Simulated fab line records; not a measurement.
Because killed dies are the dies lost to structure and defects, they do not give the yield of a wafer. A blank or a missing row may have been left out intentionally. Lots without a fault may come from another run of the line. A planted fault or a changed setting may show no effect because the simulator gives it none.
Chamber matching :: flow n5 finfet :: 4 sister chambers for N5_BEOL_M13_ETCH_59 on rie diel-05
The step etches BARC in N2/H2, target depth 89 nm, overetch 26.7 nm, time 67.9 s. 14 wafers are shown with their chamber, then 7 later ones without.

WAFERS PAIRED WITH THEIR CHAMBERS
wafer: L074.1
chamber: 2
showerhead plenum p Torr (Torr): 2.52
drypump motor current A (A): 6.7
throttle valve pct (%): 17.90

wafer: L074.2
chamber: 1
showerhead plenum p Torr (Torr): 2.42
drypump motor current A (A): 5.7
throttle valve pct (%): 18.29

wafer: L074.6
chamber: 0
showerhead plenum p Torr (Torr): 2.59
drypump motor current A (A): 5.9
throttle valve pct (%): 17.42

wafer: L075.2
chamber: 2
showerhead plenum p Torr (Torr): 2.52
drypump motor current A (A): 6.8
throttle valve pct (%): 17.49

wafer: L075.3
chamber: 3
showerhead plenum p Torr (Torr): 2.50
drypump motor current A (A): 5.2
throttle valve pct (%): 17.96

wafer: L075.5
chamber: 1
showerhead plenum p Torr (Torr): 2.42
drypump motor current A (A): 5.8
throttle valve pct (%): 18.30

wafer: L079.1
chamber: 1
showerhead plenum p Torr (Torr): 2.42
drypump motor current A (A): 5.7
throttle valve pct (%): 18.30

wafer: L079.3
chamber: 2
showerhead plenum p Torr (Torr): 2.52
drypump motor current A (A): 6.7
throttle valve pct (%): 17.48

wafer: L079.4
chamber: 3
showerhead plenum p Torr (Torr): 2.50
drypump motor current A (A): 5.2
throttle valve pct (%): 17.97

wafer: L076.3
chamber: 1
showerhead plenum p Torr (Torr): 2.42
drypump motor current A (A): 5.7
throttle valve pct (%): 18.30

wafer: L076.4
chamber: 3
showerhead plenum p Torr (Torr): 2.50
drypump motor current A (A): 5.2
throttle valve pct (%): 17.98

wafer: L076.5
chamber: 2
showerhead plenum p Torr (Torr): 2.52
drypump motor current A (A): 6.7
throttle valve pct (%): 17.49

wafer: L092.1
chamber: 1
showerhead plenum p Torr (Torr): 2.41
drypump motor current A (A): 5.7
throttle valve pct (%): 18.35

wafer: L092.2
chamber: 0
showerhead plenum p Torr (Torr): 2.57
drypump motor current A (A): 6.0
throttle valve pct (%): 17.51

SIGNATURES (means of the wafers above)
reading: showerhead plenum p Torr
chamber 0: 2.5800
chamber 1: 2.4180
chamber 2: 2.5200
chamber 3: 2.5000
scatter within a chamber: 0.00529

reading: drypump motor current A
chamber 0: 5.950
chamber 1: 5.720
chamber 2: 6.725
chamber 3: 5.200
scatter within a chamber: 0.0453

reading: throttle valve pct
chamber 0: 17.4650
chamber 1: 18.3080
chamber 2: 17.5900
chamber 3: 17.9700
scatter within a chamber: 0.116
Rule: a wafer's distance from a chamber is the root of the sum, over the readings, of the square of ((its reading less the chamber's mean) divided by the reading's scatter). The wafer belongs to the nearest chamber; if the next one is less than 2 further off, it can't be placed. The scatter is the square root of a quotient: the sum, over the shown wafers, of each reading's squared deviation from its chamber's mean, divided by wafers minus chambers.

WAFERS WITH NO CHAMBER GIVEN
wafer: L092.3
showerhead plenum p Torr (Torr): 2.49
drypump motor current A (A): 5.2
throttle valve pct (%): 17.64

wafer: L097.2
showerhead plenum p Torr (Torr): 2.50
drypump motor current A (A): 6.8
throttle valve pct (%): 17.54

wafer: L097.4
showerhead plenum p Torr (Torr): 2.50
drypump motor current A (A): 6.7
throttle valve pct (%): 17.56

wafer: L097.6
showerhead plenum p Torr (Torr): 2.49
drypump motor current A (A): 5.2
throttle valve pct (%): 17.67

wafer: L096.2
showerhead plenum p Torr (Torr): 2.57
drypump motor current A (A): 6.0
throttle valve pct (%): 17.53

wafer: L096.3
showerhead plenum p Torr (Torr): 2.50
drypump motor current A (A): 6.8
throttle valve pct (%): 17.55

wafer: L096.5
showerhead plenum p Torr (Torr): 2.50
drypump motor current A (A): 6.7
throttle valve pct (%): 17.54

WHICH CHAMBER EACH WENT THROUGH
wafer: L092.3
from the rows above: 3
in truth: 3

wafer: L097.2
from the rows above: 2
in truth: 2

wafer: L097.4
from the rows above: 2
in truth: 2

wafer: L097.6
from the rows above: 3
in truth: 3

wafer: L096.2
from the rows above: 0
in truth: 0

wafer: L096.3
from the rows above: 2
in truth: 2

wafer: L096.5
from the rows above: 2
in truth: 2
7 of 7 placed correctly. Number that these rows cannot place: 0. 0 placed wrongly.
